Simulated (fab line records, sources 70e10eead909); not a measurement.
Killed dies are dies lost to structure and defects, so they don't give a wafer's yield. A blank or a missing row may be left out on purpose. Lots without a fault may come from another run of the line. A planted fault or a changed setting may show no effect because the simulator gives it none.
fab line records | flow nand_harc
record lots=23 wafers=69 last_day=24
route steps=1159 shown A_M0@1019 A_M1@1041 A_BONDPAD@1059
lots that met no fault: from a run of the same line without faults
start_h: hours from the record's first day to the start of the lot's first wafer shown | wait_h: hours since the lot's step before | " the same as in the row above | L1.1+2: a row that stands for several wafers | - no value, or no start given | * or withheld: withheld | < > ~ a bound
route shown NAME@n: a module of which the file shows steps, and the number in the route of the first | usual: mean/standard deviation of fault-free wafers | same: alike in all rows | chamber/n: place in a boat | sites: the reading at each site | _std_site: their standard deviation | _edge_site: outer sites' mean less inner sites' | radius_mm: how far each site lies from the wafer's centre | mask NAME#n: copy n | behind: the tool/chamber that last shaped the wafer | hold: why the lot was held/for how many hours/how that ended | device: the transistor (n, p or np) that didn't switch | end of line: the same wafers' tests at the end of the route | a step without rows: its recipe alone | killed: dies lost to structure and defects at the first sort, not the wafer's yield | map: a wafer's dies, x killed, . not, _ none there
set.NAME: the setting as run; set.NAME@STEP: as run at that earlier step | model.NAME: the simulator's own value behind a step, which no gauge read
steps of the route over a sample of lots; a table a step, a row a wafer
services: from which hour (start_h, from the record's first day; less than 0 if before it) a tool's chamber was out of use, for how many hours, and why
## steps
# step NHARC_A_M0_CMP_23
# recipe t_overpolish_s=20 target_thk_nm=113.75
# usual motor_current_A=12.8/1 time_to_endpoint_s=28.8/2.6
# columns lot.wafer tool chamber start_h wait_h motor_current_A time_to_endpoint_s
L074.2 cmp-01 1 387.46 - 13.8 31.1
L074.1 " 2 " " 13.5 31.2
L074.3 " 3 " " 12.3 30.2
L075.4 cmp-04 3 407.34 - 13.4 28.4
L075.3 " 1 " " 13.4 27.0
L075.1 " 2 " " 13.5 28.4
L076.3 cmp-03 2 408.91 - 13.3 30.3
L076.6 " 0 " " 12.4 25.8
L076.5 " 1 " " 14.4 28.9
L077.2 cmp-01 1 409.66 - 14.0 34.8
L077.5 " 3 " " 12.6 34.4
L077.6 " 0 " " 11.8 34.8
L078.4 cmp-03 0 415.44 - 12.0 25.5
L078.1 " 2 " " 13.8 28.6
L078.5 " 0 " " 12.9 26.6
L079.3 cmp-03 2 419.83 - 12.5 27.8
L079.2 " 3 " " 10.9 29.2
L079.4 " 1 " " 13.2 29.1
L080.3 cmp-04 3 424.79 - 12.9 30.1
L080.4 " 1 " " 13.8 34.1
L080.2 " 2 " " 12.8 30.8
L081.1 cmp-03 3 432.94 - 11.2 27.9
L081.2 " 0 " " 13.2 25.0
L081.4 " 1 " " 13.7 29.5
L083.4 cmp-01 0 457.58 - 12.0 31.9
L083.2 " 1 " " 13.7 31.5
L083.1 " 3 " " 12.9 30.1
L082.3 cmp-04 2 457.63 - 13.3 24.5
L082.4 " 3 " " 14.6 24.7
L082.2 " 0 " " 11.6 25.7
L087.4 cmp-03 2 463.94 - 13.2 28.6
L087.2 " 3 " " 11.1 28.5
L087.1 " 0 " " 12.8 27.8
L084.4 cmp-03 3 473.61 - 11.0 26.1
L084.2 " 1 " " 13.9 29.6
L084.5 " 2 " " 13.5 28.3
L086.4 cmp-03 0 473.86 - 13.3 22.2
L086.3 " 1 " " 14.2 27.0
L086.6 " 3 " " 11.1 25.0
L085.3 cmp-03 1 488.88 - 14.0 30.8
L085.1 " 0 " " 13.0 26.8
L085.6 " 1 " " 14.3 28.4
L090.3 cmp-04 0 503.29 - 11.8 28.5
L090.5 " 0 " " 11.0 28.8
L090.6 " 1 " " 13.9 28.3
L089.2 cmp-03 0 503.75 - 13.3 25.6
L089.3 " 1 " " 14.1 30.6
L089.4 " 2 " " 13.1 30.4
L093.4 cmp-04 0 509.53 - 11.3 29.4
L093.3 " 1 " " 13.6 28.0
L093.5 " 3 " " 13.1 25.3
L092.2 cmp-01 0 511.51 - 11.8 27.3
L092.1 " 2 " " 13.0 30.7
L092.6 " 0 " " 11.8 29.3
L094.4 cmp-01 2 519.70 - 13.0 27.6
L094.3 " 3 " " 12.0 28.0
L094.6 " 2 " " 13.5 30.0
L091.3 cmp-01 1 530.58 - 14.3 33.2
L091.4 " 3 " " 12.1 32.8
L091.5 " 1 " " 13.8 31.2
L096.3 cmp-01 1 531.32 - 13.9 28.0
L096.1 " 2 " " 13.0 31.1
L096.4 " 3 " " 12.1 26.8
L097.1 cmp-04 2 533.56 - 13.6 25.9
L097.3 " 3 " " 14.0 24.7
L097.4 " 0 " " 11.8 26.6
L095.4 cmp-04 1 536.57 - 13.9 33.4
L095.1 " 2 " " 13.5 30.5
L095.6 " 0 " " 11.0 31.9
# step NHARC_A_M0_DEP_32
# recipe target_thk_a=300 temp_c=370 target_thk_nm=30 pressure_torr=3 flow_sccm=200 rf_w=450 material=SiCN
# usual chamber_pressure_Torr=2.999/0.0069 heater_power_w=549/70 rf_fwd_power_W=449.1/1.4
# columns lot.wafer tool chamber start_h wait_h chamber_pressure_Torr heater_power_w rf_fwd_power_W
L074.3 pecvd-03 2 388.05 0.1 2.999 452 446.7
L074.2 " 0 " " 2.992 641 451.5
L074.1 " 1 " " 2.997 629 446.3
L075.3 pecvd-03 1 408.08 0.1 3.000 644 447.4
L075.1 " 2 " " 3.006 464 446.9
L075.4 " 1 " " 3.002 632 448.4
L076.3 pecvd-04 1 409.48 0.1 2.994 549 446.3
L076.5 " 1 " " 3.003 540 447.6
L076.6 " 2 " " 3.003 476 448.7
L077.2 pecvd-03 1 410.27 0.1 2.991 662 449.3
L077.6 " 0 " " 3.006 653 450.5
L077.5 " 1 " " 2.999 660 448.3
L078.1 pecvd-03 0 416.10 0.1 3.002 623 449.8
L078.4 " 2 " " 2.995 443 449.6
L078.5 " 1 " " 2.989 652 448.2
L079.2 pecvd-02 0 420.55 0.1 2.996 559 448.9
L079.3 " 2 " " 2.998 470 447.4
L079.4 " 2 " " 2.998 479 452.1
L080.3 pecvd-04 0 425.45 0.1 3.006 623 448.8
L080.2 " 1 " " 3.010 493 446.6
L080.4 " 1 " " 2.997 481 448.9
L081.1 pecvd-02 2 433.56 0.1 2.999 457 450.3
L081.2 " 1 " " 3.002 670 451.0
L081.4 " 2 " " 3.010 483 448.5
L083.2 pecvd-02 1 458.20 0.1 2.990 536 449.2
L083.1 " 0 " " 3.002 470 450.1
L083.4 " 1 " " 3.006 560 448.3
L082.3 pecvd-04 2 458.30 0.1 3.003 548 450.3
L082.2 " 0 " " 2.996 606 449.8
L082.4 " 1 " " 2.996 484 448.7
L087.2 pecvd-02 0 464.54 0.1 2.996 489 449.9
L087.1 " 2 " " 2.992 537 447.3
L087.4 " 2 " " 2.995 565 447.6
L084.2 pecvd-02 0 474.30 0.1 2.996 527 450.6
L084.5 " 1 " " 3.000 545 450.1
L084.4 " 0 " " 3.002 513 450.6
L086.3 pecvd-02 1 474.60 0.1 3.021 637 448.7
L086.4 " 0 " " 3.004 542 447.7
L086.6 " 1 " " 3.008 609 448.9
L085.3 pecvd-03 2 489.54 0.1 2.997 397 448.1
L085.1 " 0 " " 2.992 654 448.5
L085.6 " 2 " " 3.000 393 448.0
L090.3 pecvd-04 0 503.91 0.1 2.993 621 450.2
L090.5 " 0 " " 2.999 623 449.5
L090.6 " 2 " " 2.996 562 449.1
L089.3 pecvd-03 0 504.35 0.1 3.000 617 449.7
L089.2 " 1 " " 3.000 635 450.2
L089.4 " 0 " " 2.997 635 449.8
L093.3 pecvd-04 1 510.09 0.1 2.999 520 448.3
L093.5 " 2 " " 3.010 567 448.8
L093.4 " 0 " " 2.997 582 450.3
L092.1 pecvd-03 2 512.10 0.1 3.001 452 447.3
L092.2 " 0 " " 2.998 537 450.6
L092.6 " 1 " " 3.004 655 451.5
L094.3 pecvd-04 1 520.32 0.1 2.992 485 451.1
L094.6 " 1 " " 2.992 476 450.2
L094.4 " 0 " " 3.010 535 449.9
L091.3 pecvd-03 1 531.21 0.1 3.000 560 449.3
L091.4 " 0 " " 2.989 579 450.3
L091.5 " 2 " " 3.010 389 449.0
L096.1 pecvd-03 1 531.97 0.1 2.977 646 451.5
L096.3 " 2 " " 3.000 465 448.0
L096.4 " 1 " " 2.985 641 450.2
L097.3 pecvd-02 1 534.23 0.1 2.991 570 449.4
L097.1 " 2 " " 2.999 588 449.5
L097.4 " 1 " " 2.988 578 450.5
L095.1 pecvd-03 1 537.67 0.1 3.000 627 449.4
L095.6 " 1 " " 2.991 609 450.8
L095.4 " 2 " " 2.996 432 447.9
# step NHARC_A_M1_ETCH_15
# recipe target_depth_a=1825 time_s=91.2 c4f8_flow_sccm=withheld ar_flow_sccm=400 rf_w=600 bias_w=300 chemistry=C4F8/Ar
# usual oes_product_au=0.952/0.021 rf_fwd_power_W=596.2/2.1 rf_vpp_V=439.9/2.2
# columns lot.wafer tool chamber start_h wait_h oes_product_au rf_fwd_power_W rf_hours_counter_h rf_vpp_V
L074.2 rie_diel-01 2 - - 0.976 595.1 1.8 441.4
L074.1 " 3 " " 0.977 595.0 1.9 439.8
L074.3 " 0 " " 0.964 597.1 1.7 436.8
L075.4 rie_diel-01 1 - - 0.960 597.2 2.1 440.6
L075.1 " 2 " " 0.977 596.9 2.2 440.9
L075.3 " 3 " " 0.959 596.4 2.2 439.8
L076.3 rie_diel-01 3 - - 0.927 595.9 2.4 439.6
L076.5 " 3 " " 0.924 596.9 - 438.2
L076.6 " 0 " " 0.928 596.8 - 437.3
L077.2 rie_diel-03 0 - - 0.983 594.1 0.8 438.8
L077.6 " 2 " " 0.964 600.6 - 441.4
L077.5 " 3 " " 0.978 596.2 - 442.9
L078.4 rie_diel-01 2 - - 0.982 598.1 2.6 439.9
L078.1 " 0 " " 0.953 592.8 2.6 437.6
L078.5 " 3 " " 0.966 596.3 - 438.3
L079.4 rie_diel-01 1 - - 0.928 597.2 2.5 440.4
L079.3 " 2 " " 0.917 594.7 2.7 440.3
L079.2 " 3 " " 0.931 595.3 2.9 440.8
L080.4 rie_diel-01 3 - - 0.967 595.9 3.1 439.0
L080.2 " 0 " " 0.982 593.0 3.0 438.3
L080.3 " 1 " " 0.975 595.8 2.8 442.7
L081.2 rie_diel-06 2 - - 0.966 590.3 0.6 436.4
L081.4 " 3 " " 0.967 600.8 0.6 444.0
L081.1 " 1 " " 0.955 596.8 0.9 435.9
L083.4 rie_diel-01 0 - - 0.912 597.2 3.6 436.7
L083.1 " 1 " " 0.912 591.6 3.4 440.2
L083.2 " 2 " " 0.919 596.6 3.6 439.4
L082.2 rie_diel-06 0 - - 0.960 595.3 2.7 437.7
L082.4 " 2 " " 0.971 593.0 2.2 437.0
L082.3 " 3 " " 0.973 596.8 2.2 443.7
L087.1 rie_diel-06 3 - - 0.984 595.7 2.8 444.8
L087.2 " 1 " " 0.961 598.8 3.3 434.7
L087.4 " 2 " " 0.983 593.7 2.9 436.2
L084.2 rie_diel-03 3 - - 0.936 596.7 5.2 441.4
L084.4 " 0 " " 0.941 592.8 6.7 438.8
L084.5 " 3 " " 0.936 596.6 - 440.8
L086.4 rie_diel-01 3 - - 0.933 597.0 4.1 440.4
L086.3 " 0 " " 0.923 597.1 4.0 437.6
L086.6 " 2 " " 0.939 594.4 - 439.7
L085.1 rie_diel-06 0 - - 0.952 595.8 4.9 437.2
L085.3 " 1 " " 0.956 596.7 5.2 438.4
L085.6 " 3 " " 0.978 597.7 - 442.3
L090.3 rie_diel-01 2 - - 0.966 597.7 0.1 439.4
L090.5 " 3 " " 0.969 596.3 - 438.4
L090.6 " 0 " " 0.969 597.3 - 437.1
L089.2 rie_diel-03 2 - - 0.931 595.3 7.8 439.5
L089.3 " 0 " " 0.930 596.0 8.4 440.1
L089.4 " 1 " " 0.928 592.3 8.6 443.0
L093.3 rie_diel-03 2 - - 0.935 598.0 8.2 440.4
L093.4 " 3 " " 0.936 597.0 7.2 441.8
L093.5 " 3 " " 0.932 598.2 - 441.5
L092.2 rie_diel-06 3 - - 0.949 596.1 6.9 445.1
L092.1 " 1 " " 0.980 596.0 6.6 436.0
L092.6 " 2 " " 0.970 592.7 - 435.9
L094.4 rie_diel-01 3 - - 0.977 594.8 0.7 440.0
L094.3 " 0 " " 0.984 595.7 0.6 437.0
L094.6 " 2 " " 0.949 597.7 - 439.1
L091.4 rie_diel-03 2 - - 0.923 596.0 9.1 441.2
L091.3 " 1 " " 0.932 595.6 10.4 443.4
L091.5 " 2 " " 0.925 595.6 - 441.3
L096.3 rie_diel-01 1 - - 0.945 594.4 0.8 439.3
L096.1 " 2 " " 0.956 596.0 1.0 440.8
L096.4 " 0 " " 0.960 597.4 0.9 437.7
L097.1 rie_diel-01 2 - - 0.975 596.1 1.0 440.5
L097.3 " 3 " " 0.966 596.3 1.0 439.6
L097.4 " 0 " " 0.968 592.6 0.9 437.6
L095.1 rie_diel-03 2 - - 0.917 597.4 9.5 440.7
L095.4 " 3 " " 0.920 599.7 8.6 441.4
L095.6 " 0 " " 0.928 594.7 - 439.4
# step NHARC_A_BONDPAD_DEP_00
# recipe target_thk_a=2500 temp_c=370 target_thk_nm=250 pressure_torr=3 flow_sccm=200 rf_w=450 material=SiCN
# usual chamber_pressure_Torr=3.000/0.0067 heater_power_w=579/78 rf_fwd_power_W=449.0/1.4
# columns lot.wafer tool chamber start_h wait_h chamber_pressure_Torr heater_power_w rf_fwd_power_W
L074.1 pecvd-01 2 393.08 - 2.991 467 450.8
L074.2 " 0 " " 2.998 657 449.8
L074.3 " 1 " " 3.010 625 449.4
L075.3 pecvd-01 1 412.86 - 3.009 745 448.9
L075.1 " 2 " " 3.006 462 449.4
L075.4 " 2 " " 3.000 466 448.0
L076.3 pecvd-02 2 414.59 - 3.009 540 449.8
L076.5 " 0 " " 2.995 480 448.8
L076.6 " 1 " " 3.004 633 449.3
L077.2 pecvd-01 1 415.24 - 3.003 712 445.7
L077.6 " 2 " " 2.991 509 448.0
L077.5 " 1 " " 2.994 728 446.3
L078.1 pecvd-02 2 421.03 - 3.000 468 450.2
L078.4 " 2 " " 2.995 482 449.0
L078.5 " 0 " " 3.003 555 449.7
L079.2 pecvd-02 2 425.39 - 3.006 506 447.9
L079.3 " 1 " " 3.009 596 447.4
L079.4 " 2 " " 2.998 511 448.4
L080.2 pecvd-02 2 430.42 - 3.005 542 447.6
L080.3 " 0 " " 2.990 483 448.2
L080.4 " 2 " " 2.995 549 448.7
L081.2 pecvd-01 0 438.20 - 2.994 661 450.3
L081.1 " 1 " " 2.992 638 448.1
L081.4 " 1 " " 2.995 648 448.0
L083.1 pecvd-02 0 - - 3.005 548 450.6
L083.2 " 1 " " 2.990 682 449.7
L083.4 " 0 " " 3.008 541 448.8
L082.2 pecvd-03 2 463.31 - 3.003 480 447.3
L082.4 " 2 " " 3.002 383 445.7
L082.3 " 0 " " 2.997 619 448.8
L087.2 pecvd-01 2 469.27 - 2.990 538 449.0
L087.1 " 1 " " 2.992 615 449.3
L087.4 " 1 " " 3.005 622 449.9
L084.2 pecvd-01 2 478.97 - 3.000 547 448.3
L084.4 " 1 " " 2.993 685 450.4
L084.5 " 2 " " 3.008 545 447.9
L086.3 pecvd-01 0 479.24 - 2.993 670 450.3
L086.6 " 0 " " 2.996 539 448.6
L086.4 " 1 " " 2.997 565 446.3
L085.1 pecvd-01 2 494.27 - 2.991 508 447.2
L085.3 " 0 " " 2.994 666 450.3
L085.6 " 0 " " 3.002 662 450.7
L090.3 pecvd-01 0 508.70 - 2.988 564 452.8
L090.6 " 2 " " 3.005 478 453.4
L090.5 " 0 " " 3.000 585 449.4
L089.2 pecvd-01 2 509.14 - 3.001 524 449.2
L089.3 " 0 " " 3.009 578 446.4
L089.4 " 1 " " 2.998 659 448.2
L093.3 pecvd-03 0 - - 2.991 616 448.2
L093.5 " 0 " " 3.000 633 448.4
L093.4 " 1 " " 2.989 669 447.5
L092.2 pecvd-03 1 - - 3.000 630 449.5
L092.1 " 2 " " 2.988 462 446.6
L092.6 " 0 " " 3.009 592 450.8
L094.3 pecvd-03 0 - - 3.018 599 450.9
L094.4 " 0 " " 3.009 609 450.6
L094.6 " 2 " " 2.999 452 449.6
L091.3 pecvd-01 1 535.84 - 3.005 662 447.4
L091.5 " 1 " " 3.004 658 445.5
L091.4 " 2 " " 2.989 503 451.1
L096.3 pecvd-01 0 537.16 - 3.008 629 448.3
L096.1 " 2 " " 3.002 534 450.1
L096.4 " 2 " " 3.001 538 450.5
L097.1 pecvd-03 0 - - 3.008 650 450.0
L097.3 " 1 " " 2.996 648 446.0
L097.4 " 1 " " 3.004 671 448.4
L095.1 pecvd-02 1 - - 3.002 610 448.3
L095.6 " 2 " " 2.999 524 449.9
L095.4 " 1 " " 3.004 629 448.1
# step NHARC_A_BONDPAD_ETCH_34
# recipe target_depth_a=600 overetch_a=180 time_s=65.91 ion_energy_ev=200 n2_flow_sccm=150 h2_flow_sccm=150 ar_flow_sccm=0 rf_w=400 bias_w=150 chemistry=N2/H2
# usual drypump_motor_current_A=6.0/0.37 oes_product_au=1.000/0.0088 rf_fwd_power_W=396.0/1.4 rf_vpp_V=431.2/1.9 showerhead_plenum_p_Torr=2.07/0.064 throttle_valve_pct=14.170/0.008
# columns lot.wafer tool chamber start_h wait_h drypump_motor_current_A oes_product_au rf_fwd_power_W rf_hours_counter_h rf_vpp_V showerhead_plenum_p_Torr throttle_valve_pct
L074.2 rie_diel-10 0 394.49 0.1 5.6 0.992 395.9 1 430.7 2.06 14.184
L074.1 " 1 " " 6.2 0.991 395.6 2 431.0 2.09 14.183
L074.3 " 3 " " 5.9 0.983 395.5 1 429.7 2.04 14.172
L075.4 rie_diel-10 3 414.25 0.1 5.9 0.982 396.6 2 431.2 2.04 14.169
L075.1 " 0 " " 5.6 1.007 399.4 2 430.4 2.06 14.169
L075.3 " 1 " " 6.2 0.995 398.9 2 433.4 2.09 14.175
L076.3 rie_diel-10 2 415.92 0.1 6.5 1.002 395.7 2 429.9 2.00 14.181
L076.5 " 2 " " 6.5 0.999 395.0 - 428.9 2.00 14.162
L076.6 " 3 " " 5.9 0.997 395.5 - 430.7 2.04 14.174
L077.2 rie_diel-10 2 416.56 0.1 6.5 0.995 396.0 2 429.6 2.00 14.184
L077.6 " 1 " " 6.2 1.004 395.8 - 430.5 2.09 14.175
L077.5 " 2 " " 6.5 0.989 396.8 - 429.6 2.00 14.192
L078.1 rie_diel-08 1 422.40 0.1 5.6 0.990 394.0 39 425.7 1.89 14.174
L078.4 " 3 " " 5.5 1.001 394.8 - 428.3 1.95 14.176
L078.5 " 0 " " 6.2 1.007 395.0 - 433.0 2.10 14.150
L079.2 rie_diel-05 2 426.91 0.1 6.2 1.010 393.5 15 432.8 2.10 14.169
L079.3 " 0 " " 6.3 1.016 393.6 15 432.3 2.13 14.163
L079.4 " 1 " " 5.3 1.010 395.2 14 431.9 2.15 14.168
L080.4 rie_diel-05 0 431.95 0.1 6.3 1.011 395.5 15 432.9 2.13 14.160
L080.3 " 1 " " 5.3 1.013 395.8 14 433.2 2.15 14.178
L080.2 " 2 " " 6.2 1.004 395.4 15 433.8 2.10 14.174
L081.1 rie_diel-10 1 439.67 0.1 6.2 0.987 397.5 3 431.6 2.09 14.173
L081.4 " 2 " " 6.5 0.990 396.3 3 430.0 2.00 14.166
L081.2 " 3 " " 5.9 0.999 398.0 3 429.5 2.04 14.160
L083.1 rie_diel-05 1 464.32 0.1 5.3 1.005 395.7 23 432.8 2.15 14.172
L083.4 " 2 " " 6.2 1.008 396.4 23 432.2 2.10 14.169
L083.2 " 3 " " 5.9 1.002 397.7 22 434.2 2.15 14.167
L082.2 rie_diel-10 3 464.98 0.1 5.9 0.995 398.1 4 429.2 2.04 14.164
L082.4 " 0 " " 5.6 0.993 398.0 4 430.8 2.06 14.187
L082.3 " 1 " " 6.2 0.998 396.7 4 432.3 2.09 14.170
L087.2 rie_diel-10 2 470.66 0.1 6.5 1.007 395.9 4 429.8 2.00 14.176
L087.1 " 3 " " 5.9 0.999 396.0 4 429.8 2.04 14.176
L087.4 " 0 " " 5.6 1.013 396.8 4 432.3 2.05 14.175
L084.4 rie_diel-10 1 480.32 0.1 6.2 1.001 394.1 4 432.3 2.09 14.160
L084.2 " 3 " " 5.9 0.984 397.6 4 430.3 2.04 14.171
L084.5 " 2 " " 6.5 1.003 395.3 - 430.2 2.00 14.155
L086.3 rie_diel-05 0 480.78 0.1 6.3 0.997 396.7 26 432.3 2.12 14.187
L086.4 " 2 " " 6.2 1.001 396.4 24 431.2 2.10 14.185
L086.6 " 0 " " 6.3 1.002 395.6 - 433.6 2.12 14.171
L085.1 rie_diel-10 1 495.80 0.1 6.2 0.996 395.6 5 432.1 2.09 14.168
L085.3 " 2 " " 6.5 0.988 397.0 5 428.7 2.00 14.156
L085.6 " 0 " " 5.6 0.988 396.3 - 429.7 2.05 14.172
L090.3 rie_diel-10 1 510.18 0.1 6.2 0.998 394.8 5 431.7 2.09 14.162
L090.5 " 1 " " 6.2 0.994 395.4 - 431.6 2.09 14.166
L090.6 " 2 " " 6.5 1.002 394.4 - 429.9 2.00 14.172
L089.3 rie_diel-08 2 510.69 0.1 5.3 1.010 395.8 12 434.4 2.17 14.179
L089.2 " 3 " " 5.5 1.005 396.6 12 428.4 1.94 14.165
L089.4 " 0 " " 6.2 1.016 396.8 12 434.4 2.09 14.172
L093.4 rie_diel-08 0 516.19 0.1 6.2 0.983 396.7 15 432.0 2.09 14.174
L093.3 " 3 " " 5.5 0.978 397.5 14 427.7 1.94 14.177
L093.5 " 0 " " 6.2 0.989 397.0 - 430.0 2.09 14.173
L092.1 rie_diel-10 3 518.81 0.1 5.9 0.980 396.8 6 429.7 2.04 14.166
L092.2 " 0 " " 5.6 1.008 397.6 6 430.7 2.05 14.156
L092.6 " 1 " " 6.2 0.984 395.9 - 430.4 2.09 14.175
L094.3 rie_diel-10 1 526.57 0.1 6.2 1.000 396.6 6 431.3 2.09 14.166
L094.4 " 0 " " 5.6 1.003 397.0 6 430.3 2.05 14.160
L094.6 " 1 " " 6.2 1.003 394.7 - 431.5 2.09 14.169
L091.3 rie_diel-05 3 537.37 0.1 5.9 1.004 394.1 2 434.6 2.15 14.156
L091.4 " 1 " " 5.3 1.009 397.6 2 433.5 2.14 14.172
L091.5 " 3 " " 5.9 1.011 394.5 - 433.5 2.15 14.170
L096.4 rie_diel-08 3 538.56 0.1 5.4 1.012 394.2 22 428.0 1.94 14.172
L096.1 " 1 " " 5.6 1.000 395.6 21 435.4 2.21 14.163
L096.3 " 2 " " 5.3 1.009 396.3 21 434.1 2.16 14.167
L097.3 rie_diel-10 2 540.41 0.1 6.5 0.993 397.0 0 429.7 2.00 14.171
L097.1 " 0 " " 5.6 1.014 397.8 0 430.7 2.05 14.174
L097.4 " 1 " " 6.2 1.009 396.3 0 432.3 2.09 14.166
L095.1 rie_diel-10 3 543.65 0.1 5.9 1.001 396.0 0 431.0 2.04 14.166
L095.4 " 0 " " 5.6 1.001 397.0 0 430.4 2.05 14.160
L095.6 " 0 " " 5.6 1.005 397.0 - 430.6 2.05 14.170
# step NHARC_A_BONDPAD_ETCH_24
# recipe target_depth_a=300 over_etch_frac=0.3 time_s=72.99 ion_energy_ev=150 cf4_flow_sccm=50 n2_flow_sccm=100 ar_flow_sccm=150 rf_w=300 bias_w=100 chemistry=CF4/N2
# usual drypump_motor_current_A=6.0/0.38 oes_product_au=0.999/0.0078 rf_fwd_power_W=297.2/1.1 rf_vpp_V=314.8/1.4 showerhead_plenum_p_Torr=2.67/0.072 throttle_valve_pct=19.793/0.0089
# columns lot.wafer tool chamber start_h wait_h drypump_motor_current_A oes_product_au rf_fwd_power_W rf_hours_counter_h rf_vpp_V showerhead_plenum_p_Torr throttle_valve_pct
L074.3 rie_diel-10 0 - - 5.6 0.984 298.5 1 315.5 2.65 19.807
L074.2 " 2 " " 6.5 0.997 297.0 2 313.6 2.58 19.802
L074.1 " 3 " " 5.9 0.994 296.8 2 314.9 2.62 19.789
L075.3 rie_diel-10 2 - - 6.5 0.990 296.5 2 312.6 2.58 19.793
L075.1 " 3 " " 5.9 0.991 299.2 2 313.3 2.63 19.798
L075.4 " 0 " " 5.6 0.983 298.0 2 313.9 2.65 19.784
L076.3 rie_diel-05 2 - - 6.2 0.996 296.5 14 315.7 2.70 19.796
L076.6 " 3 " " 5.9 0.996 298.4 - 315.4 2.76 19.779
L076.5 " 0 " " 6.4 1.003 296.0 - 314.8 2.73 19.793
L077.2 rie_diel-10 2 - - 6.5 0.993 297.3 3 312.3 2.58 19.797
L077.5 " 1 " " 6.2 0.995 298.1 - 314.9 2.69 19.799
L077.6 " 2 " " 6.5 0.977 296.3 - 314.6 2.58 19.783
L078.4 rie_diel-08 3 - - 5.5 0.995 296.0 37 312.8 2.52 19.790
L078.1 " 0 " " 6.2 0.998 297.3 40 315.9 2.70 19.792
L078.5 " 1 " " 5.6 0.999 297.4 - 311.1 2.45 19.784
L079.2 rie_diel-05 3 - - 5.9 1.011 296.7 15 316.4 2.76 19.775
L079.4 " 1 " " 5.3 1.008 297.3 14 315.3 2.76 19.788
L079.3 " 2 " " 6.2 0.992 296.5 15 314.7 2.70 19.799
L080.2 rie_diel-05 2 - - 6.2 1.007 295.8 15 314.3 2.70 19.802
L080.3 " 3 " " 5.9 1.011 296.9 15 317.2 2.76 19.772
L080.4 " 1 " " 5.3 1.011 297.5 14 316.5 2.76 19.802
L081.2 rie_diel-10 1 - - 6.2 0.990 298.0 3 315.7 2.69 19.809
L081.1 " 2 " " 6.5 0.994 294.7 3 314.2 2.58 19.786
L081.4 " 0 " " 5.6 0.990 297.3 3 314.9 2.64 19.787
L083.4 rie_diel-05 2 - - 6.2 1.014 296.0 23 314.9 2.70 19.794
L083.1 " 3 " " 5.9 1.003 297.1 22 317.3 2.76 19.795
L083.2 " 0 " " 6.3 1.002 297.2 25 316.6 2.72 19.798
L082.3 rie_diel-05 1 - - 5.3 1.006 297.8 23 317.3 2.75 19.793
L082.2 " 2 " " 6.2 1.005 295.9 23 315.2 2.70 19.785
L082.4 " 3 " " 5.9 1.015 297.4 22 316.5 2.76 19.792
L087.2 rie_diel-10 2 - - 6.5 1.002 297.1 4 314.0 2.58 19.794
L087.1 " 3 " " 5.9 0.996 298.4 4 314.7 2.62 19.799
L087.4 " 1 " " 6.2 1.000 297.0 4 314.7 2.69 19.793
L084.2 rie_diel-10 2 - - 6.5 0.995 295.8 5 314.0 2.58 19.806
L084.4 " 3 " " 5.9 0.994 298.4 4 314.2 2.62 19.805
L084.5 " 3 " " 5.9 0.989 298.4 - 314.7 2.62 19.777
L086.3 rie_diel-10 0 - - 5.6 1.003 297.9 4 313.9 2.64 19.784
L086.4 " 2 " " 6.5 0.998 296.4 5 312.5 2.58 19.797
L086.6 " 1 " " 6.2 0.995 298.1 - 314.8 2.69 19.790
L085.1 rie_diel-10 1 - - 6.2 1.003 297.7 5 315.5 2.69 19.788
L085.3 " 3 " " 5.9 1.002 298.3 5 313.7 2.62 19.790
L085.6 " 0 " " 5.6 0.992 299.2 - 314.4 2.64 19.779
L090.3 rie_diel-05 2 510.68 0.1 6.2 1.002 297.2 31 314.5 2.69 19.791
L090.6 " 1 " " 5.3 1.012 297.5 - 315.6 2.75 19.789
L090.5 " 2 " " 6.2 1.005 296.4 - 315.0 2.69 19.793
L089.3 rie_diel-10 1 - - 6.2 0.994 295.3 5 315.6 2.69 19.782
L089.4 " 2 " " 6.5 1.003 298.2 6 314.1 2.58 19.790
L089.2 " 3 " " 5.9 0.987 297.5 6 313.4 2.62 19.800
L093.3 rie_diel-10 0 - - 5.6 0.996 297.1 6 315.5 2.64 19.800
L093.4 " 2 " " 6.5 0.999 295.7 6 313.4 2.58 19.799
L093.5 " 3 " " 5.9 1.005 299.3 - 313.6 2.62 19.796
L092.1 rie_diel-10 2 - - 6.5 0.994 296.2 6 314.2 2.58 19.798
L092.2 " 3 " " 5.9 0.997 297.2 6 314.2 2.62 19.785
L092.6 " 0 " " 5.6 0.993 299.4 - 312.9 2.64 19.795
L094.4 rie_diel-10 1 - - 6.2 0.992 298.0 6 315.1 2.68 19.801
L094.3 " 0 " " 5.6 1.002 298.3 6 314.6 2.64 19.799
L094.6 " 2 " " 6.5 0.995 297.8 - 314.3 2.58 19.793
L091.4 rie_diel-08 3 - - 5.5 0.993 296.4 22 312.0 2.50 19.795
L091.3 " 1 " " 5.6 0.995 297.9 21 316.8 2.83 19.800
L091.5 " 0 " " 6.2 0.987 297.8 - 313.9 2.68 19.777
L096.3 rie_diel-08 0 - - 6.2 0.994 296.9 23 315.5 2.68 19.801
L096.4 " 1 " " 5.6 0.995 296.3 21 318.5 2.83 19.795
L096.1 " 2 " " 5.3 0.997 297.5 21 316.9 2.77 19.794
L097.3 rie_diel-10 1 - - 6.2 1.002 296.8 0 315.7 2.68 19.786
L097.4 " 2 " " 6.5 0.993 294.7 0 313.4 2.58 19.815
L097.1 " 3 " " 5.9 1.004 297.6 0 313.9 2.62 19.794
L095.1 rie_diel-05 1 - - 5.3 1.017 297.7 3 315.6 2.75 19.805
L095.4 " 2 " " 6.2 1.001 299.1 3 315.4 2.69 19.809
L095.6 " 1 " " 5.3 1.015 297.7 - 316.4 2.75 19.783
## services
# columns tool chamber start_h hours kind
pecvd-03 - 365.31 0.8 repair
cmp-01 - 375.57 4.0 pm
cmp-04 - 397.31 0.6 repair
cmp-04 - 399.00 4.0 pm
cmp-04 - 414.31 3.6 repair
pecvd-01 - 418.25 13.0 pm
rie_diel-08 2 418.57 3.9 repair
pecvd-03 1 425.37 46.3 repair
rie_diel-05 3 433.93 4.6 repair
cmp-01 - 440.55 3.1 repair
rie_diel-08 2 440.89 3.3 repair
cmp-03 - 451.15 4.0 pm
cmp-01 - 473.57 4.0 pm
pecvd-03 - 473.64 13.0 pm
pecvd-01 - 475.99 1.6 repair
rie_diel-08 - 479.31 9.0 pm
rie_diel-01 - 491.80 9.0 pm
pecvd-02 1 494.81 10.6 repair
rie_diel-05 3 497.47 16.2 repair
pecvd-02 - 515.00 13.0 pm
rie_diel-05 - 517.74 9.0 pm
cmp-03 - 529.62 7.4 repair
rie_diel-10 - 530.50 9.0 pm
rie_diel-10 - 544.11 0.8 repair
## key
fault none
